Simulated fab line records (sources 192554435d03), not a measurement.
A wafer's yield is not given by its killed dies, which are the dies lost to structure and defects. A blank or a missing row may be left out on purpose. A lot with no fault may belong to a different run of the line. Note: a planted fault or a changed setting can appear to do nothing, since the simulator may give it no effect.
The tool behind it: which one? -- flow n5-finfet -- 30 wafers from 11 lots sampled at 5 of the route's 1938 steps

WHAT THE GAUGES SHOWED, per wafer
The record holds no reading of a measuring or inspecting step that can be judged against a usual standard deviation.

WHAT TOOL EACH LOT RAN ON (gives the tool, then ch and the chambers of the sampled wafers, and finally the start)
lot,N5_BEOL_M11_VIA_ETCH_34,N5_BEOL_M11_STRIP_36,N5_BEOL_M11_CVD_75,N5_BEOL_M11_ANNEAL_51,N5_PASSIVATION_PROBE_49
L945,"rie-diel-02 ch 0,1,3, day 10 07:31","rie-diel-02 ch 0,1,3, day 10 07:34","cvd-co-01 ch 1,2, day 10 09:34","rtp-anneal-01 ch 0, day 10 10:36","prober-01, day 12 07:40"
L948,"rie-diel-02 ch 0,1,2, day 11 04:51","rie-diel-02 ch 0,1,2, day 11 04:55","cvd-co-01 ch 0,1,2, day 11 06:32","rtp-anneal-02 ch 0, day 11 08:49","prober-01, day 13 03:53"
L950,"rie-diel-02 ch 1,2, day 12 13:41","rie-diel-02 ch 1,2, day 12 13:45","cvd-co-01 ch 0,1,2, day 12 15:17","rtp-anneal-02 ch 0, day 12 16:34","prober-01, day 14 08:55"
L951,"rie-diel-05 ch 0,1,3, day 13 05:15","rie-diel-05 ch 0,1,3, day 13 05:19","cvd-co-01 ch 1,2, day 13 06:44","rtp-anneal-02 ch 0, day 13 07:12","prober-01, day 14 19:19"
L952,"rie-diel-05 ch 1,2, day 13 05:43","rie-diel-05 ch 1,2, day 13 05:47","cvd-co-02 ch 0,1,2, day 13 07:07","rtp-anneal-02 ch 0, day 13 07:31","prober-01, day 14 23:52"
L961,"rie-diel-05 ch 0,1,2, day 14 16:29","rie-diel-05 ch 0,1,2, day 14 16:32","cvd-co-02 ch 0,1,2, day 14 18:33","rtp-anneal-01 ch 0, day 14 19:35","prober-01, day 16 11:33"
L960,"rie-diel-02 ch 0,2, day 15 02:00","rie-diel-02 ch 0,2, day 15 02:04","cvd-co-01 ch 0,2, day 15 03:38","rtp-anneal-02 ch 0, day 15 04:19","prober-02, day 16 17:53"
L963,"rie-diel-05 ch 1,2, day 15 10:56","rie-diel-05 ch 1,2, day 15 10:59","cvd-co-02 ch 0,1, day 15 14:02","rtp-anneal-01 ch 0, day 15 14:29","prober-01, day 17 04:02"
L964,"rie-diel-02 ch 0, day 15 19:26","rie-diel-02 ch 0, day 15 19:30","cvd-co-01 ch 0,1, day 15 20:50","rtp-anneal-02 ch 0, day 15 21:17","prober-01, day 17 14:56"
L965,"rie-diel-02 ch 0,1, day 15 22:05","rie-diel-02 ch 0,1, day 15 22:08","cvd-co-01 ch 1,2, day 16 02:25","rtp-anneal-02 ch 0, day 16 03:01","prober-01, day 17 19:14"
L966,"rie-diel-05 ch 0,2,3, day 16 11:34","rie-diel-05 ch 0,2,3, day 16 11:38","cvd-co-02 ch 0,1,2, day 16 13:15","rtp-anneal-02 ch 0, day 16 14:53","prober-01, day 17 23:31"
- N5_BEOL_M11_VIA_ETCH_34: etches SiCOH lowk in C4F6/O2, target depth 184.5 nm, time 69.2 s.
- N5_BEOL_M11_STRIP_36: strips in N2/H2.
- N5_BEOL_M11_CVD_75: deposits Co from CCTBA/H2, target thk 2 nm, time 138.9 s.
- N5_BEOL_M11_ANNEAL_51: time 90 s.
- N5_PASSIVATION_PROBE_49

AS READ BY THE TOOLS THEMSELVES (means over the sampled wafers that have a number; for cases with no such wafer, the mark the record gives instead)
N5_BEOL_M11_VIA_ETCH_34.
lot,tool,drypump-motor-current-A (A),mfc-ar-sccm (sccm),oes_ar_750_au (a.u.),oes-product-au (a.u.),rf-vpp-V (V),showerhead-plenum-p-Torr (Torr),throttle-valve-pct (%)
L945,rie-diel-02,5.9,300.4,0.73,0.72,672,2.91,20.77
L948,rie-diel-02,5.8,300.6,0.81,0.81,671,2.95,20.72
L950,rie-diel-02,6.0,299.2,0.86,0.85,670,3.00,20.67
L951,rie-diel-05,5.9,300.5,0.77,0.78,681,2.87,20.99
L952,rie-diel-05,6.2,300.1,0.78,0.79,676,2.84,20.86
L961,rie-diel-05,6.2,299.2,0.77,0.78,679,2.83,20.85
L960,rie-diel-02,5.6,297.2,0.88,0.89,668,2.98,20.73
L963,rie-diel-05,5.8,300.0,0.81,0.83,685,2.87,20.88
L964,rie-diel-02,5.2,300.6,0.89,0.90,672,2.90,20.73
L965,rie-diel-02,5.8,298.9,0.82,0.83,673,2.88,20.67
L966,rie-diel-05,6.3,299.7,0.69,0.69,672,2.83,21.02

N5_BEOL_M11_STRIP_36.
lot,tool,drypump-motor-current-A (A),oes-product-au (a.u.),rf-vpp-V (V),showerhead-plenum-p-Torr (Torr),temp-c (C),throttle-valve-pct (%)
L945,rie-diel-02,5.9,0.71,57.6,2.61,39.95,23.48
L948,rie-diel-02,5.8,0.81,58.4,2.63,40.13,23.30
L950,rie-diel-02,6.0,0.86,58.1,2.66,39.95,23.30
L951,rie-diel-05,5.9,0.78,60.1,2.55,39.94,23.66
L952,rie-diel-05,6.2,0.80,60.1,2.54,40.08,23.67
L961,rie-diel-05,6.2,0.79,59.0,2.51,39.99,23.58
L960,rie-diel-02,5.6,0.90,59.5,2.63,39.97,23.20
L963,rie-diel-05,5.7,0.84,59.7,2.55,40.08,23.61
L964,rie-diel-02,5.2,0.91,59.1,2.57,39.98,23.20
L965,rie-diel-02,5.8,0.83,58.0,2.58,39.97,23.39
L966,rie-diel-05,6.3,0.70,59.8,2.51,40.07,23.78

N5_BEOL_M11_CVD_75.
lot,tool,run-length-s (s)
L945,cvd-co-01,162.1
L948,cvd-co-01,161.5
L950,cvd-co-01,161.8
L951,cvd-co-01,161.8
L952,cvd-co-02,161.1
L961,cvd-co-02,161.4
L960,cvd-co-01,139.2
L963,cvd-co-02,161.3
L964,cvd-co-01,139.4
L965,cvd-co-01,139.6
L966,cvd-co-02,161.7

N5_BEOL_M11_ANNEAL_51.
lot,tool,wafer_temp_C_max
L945,rtp-anneal-01,225.72
L948,rtp-anneal-02,225.58
L950,rtp-anneal-02,225.78
L951,rtp-anneal-02,225.57
L952,rtp-anneal-02,225.62
L961,rtp-anneal-01,225.58
L960,rtp-anneal-02,225.71
L963,rtp-anneal-01,225.42
L964,rtp-anneal-02,225.66
L965,rtp-anneal-02,225.87
L966,rtp-anneal-02,225.84

N5_PASSIVATION_PROBE_49.
lot,tool,defect-limited-yield (%),killed_at_M0_to_M3,killed_at_M4_up,killed-at-contacts,killed-at-front-end,killed-at-other,killed-dies,killed-on-rim,killed-open,killed-short,sort_bin_4_leakage (%),sort_bin_5_function (%),sort_bin_6_memory (%),sort-n-pass,sort-yield-pct (%)
L945,prober-01,92.1,38,12,11,28,4.0,93,16,66,26,0.03,4.6,3.1,1087,92.1
L948,prober-01,91.2,32,8,22,41,0.7,103,15,69,33,0.00,5.5,2.7,1077,91.2
L950,prober-01,90.6,34,12,18,44,3.7,111,17,70,39,0.00,5.0,4.1,1069,90.6
L951,prober-01,90.1,42,16,24,31,3.7,117,15,80,36,0.00,5.9,3.8,1063,90.1
L952,prober-01,89.7,36,14,13,57,2.0,122,16,82,37,0.00,5.7,4.3,1058,89.7
L961,prober-01,92.0,28,13,8,43,2.3,95,11,65,30,0.00,4.8,2.9,1085,92.0
L960,prober-02,90.8,46,12,8,40,2.0,108,17,76,32,0.00,5.1,3.8,1072,90.8
L963,prober-01,91.8,29,10,17,37,5.0,97,10,58,38,0.00,4.6,3.2,1083,91.8
L964,prober-01,92.0,42,8,14,26,6.5,94,11,54,38,0.00,5.0,2.6,1086,92.0
L965,prober-01,92.8,24,15,4,42,0.5,84,9,50,34,0.00,4.1,2.6,1096,92.8
L966,prober-01,92.0,31,10,9,44,2.0,95,13,64,30,0.00,5.0,2.7,1085,92.0

THE ANSWER, worked out from the rows above alone
Rule: the lots themselves supply what counts as usual. The widest of any qualifying gaps counts: lots, ordered by their means at a reading, are off when they make up no more than a third of the lots, leave a main group of 4 or more, and stand apart from it by 3 or more times the standard deviation of that group's means. Not used: any main group whose means are identical at the precision the tables above print for the reading. A lot without any number at a reading at which 4 lots or more have one is off too. Any other lot the step has rows for is counted as sound. The gauges are gone through in route order, then the tools' own readings, and for those a lot's mean is taken as printed above. The first step at which some lot is off is used, and at that step the reading that is off furthest; a lot without a number counts as furthest.
Off: L960, L964, L965 (N5_BEOL_M11_CVD_75, run-length-s). For the main group the mean is 161.6 s and the standard deviation 0.3.
If a tool, at that step or one of the process steps before it, ran each lot that is off and ran no sound lot following the first of them, it fits. 2 tools fit, rie-diel-02 at N5_BEOL_M11_VIA_ETCH_34 and N5_BEOL_M11_STRIP_36 and cvd-co-01 at N5_BEOL_M11_CVD_75, so this cannot tell which one it is.

WHAT THE SIMULATOR HAD INSERTED
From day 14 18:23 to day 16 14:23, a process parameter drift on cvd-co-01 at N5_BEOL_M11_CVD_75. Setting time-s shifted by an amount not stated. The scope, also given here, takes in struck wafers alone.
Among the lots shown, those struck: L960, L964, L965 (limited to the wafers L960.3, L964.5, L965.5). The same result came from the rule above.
